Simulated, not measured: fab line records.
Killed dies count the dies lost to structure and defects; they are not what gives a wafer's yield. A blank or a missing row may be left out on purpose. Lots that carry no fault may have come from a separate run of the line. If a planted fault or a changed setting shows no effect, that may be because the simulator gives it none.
Matching of chambers || flow n5-finfet || 3 sister chambers for N5_BEOL_M11_CURE_72 on uv-cure-03
The step cures SiCOH lowk, time 120 s. 6 wafers are shown with their chamber, then 8 later ones without.

EACH WAFER AND ITS CHAMBER
{"wafer": "L077.6", "chamber": 2, "wafer_temp_C_max": 371.2, "lamp-power-pct (%)": 52.36}
{"wafer": "L078.4", "chamber": 1, "wafer_temp_C_max": 371.3, "lamp-power-pct (%)": 52.36}
{"wafer": "L078.5", "chamber": 1, "wafer_temp_C_max": 371.3, "lamp-power-pct (%)": 52.34}
{"wafer": "L086.2", "chamber": 0, "wafer_temp_C_max": 371.3, "lamp-power-pct (%)": 52.37}
{"wafer": "L086.3", "chamber": 0, "wafer_temp_C_max": 371.6, "lamp-power-pct (%)": 52.38}
{"wafer": "L090.3", "chamber": 2, "wafer_temp_C_max": 370.9, "lamp-power-pct (%)": 52.32}

WAFERS WHOSE CHAMBER IS MISSING
{"wafer": "L090.4", "wafer_temp_C_max": 371.4, "lamp-power-pct (%)": 52.40}
{"wafer": "L090.5", "wafer_temp_C_max": 371.3, "lamp-power-pct (%)": 52.34}
{"wafer": "L089.2", "wafer_temp_C_max": 371.6, "lamp-power-pct (%)": 52.31}
{"wafer": "L089.3", "wafer_temp_C_max": 371.4, "lamp-power-pct (%)": 52.30}
{"wafer": "L089.5", "wafer_temp_C_max": 371.3, "lamp-power-pct (%)": 52.31}
{"wafer": "L096.3", "wafer_temp_C_max": 370.9, "lamp-power-pct (%)": 52.27}
{"wafer": "L096.4", "wafer_temp_C_max": 371.7, "lamp-power-pct (%)": 52.26}
{"wafer": "L096.5", "wafer_temp_C_max": 371.4, "lamp-power-pct (%)": 52.31}

THE CHAMBER EACH PASSED THROUGH
{"wafer": "L090.4", "from the rows above": "can't be placed: 0 or 1", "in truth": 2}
{"wafer": "L090.5", "from the rows above": "can't be placed: 1 or 2 or 0", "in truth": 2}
{"wafer": "L089.2", "from the rows above": "can't be placed: 1 or 2 or 0", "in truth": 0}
{"wafer": "L089.3", "from the rows above": "can't be placed: 1 or 2 or 0", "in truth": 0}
{"wafer": "L089.5", "from the rows above": "can't be placed: 1 or 2 or 0", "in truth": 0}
{"wafer": "L096.3", "from the rows above": "can't be placed: 2 or 1", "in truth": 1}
{"wafer": "L096.4", "from the rows above": "can't be placed: 1 or 2 or 0", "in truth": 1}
{"wafer": "L096.5", "from the rows above": "can't be placed: 1 or 2 or 0", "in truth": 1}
0 of 8 placed correctly. These rows do not allow placing 8 (true chamber among the candidates in 7). Number placed wrongly: 0.
How it was worked out, from the rows above alone: a wafer's distance from a chamber is the root of the sum, over the readings, of the square of ((its reading less the chamber's mean) divided by the reading's scatter). If the next closest chamber is less than 2 further off than the closest, the wafer can't be placed; otherwise it belongs to the closest. A chamber's mean is the mean of its shown wafers. The scatter is the square root of a quotient: the sum, over the shown wafers, of each reading's squared deviation from its chamber's mean, divided by wafers minus chambers.
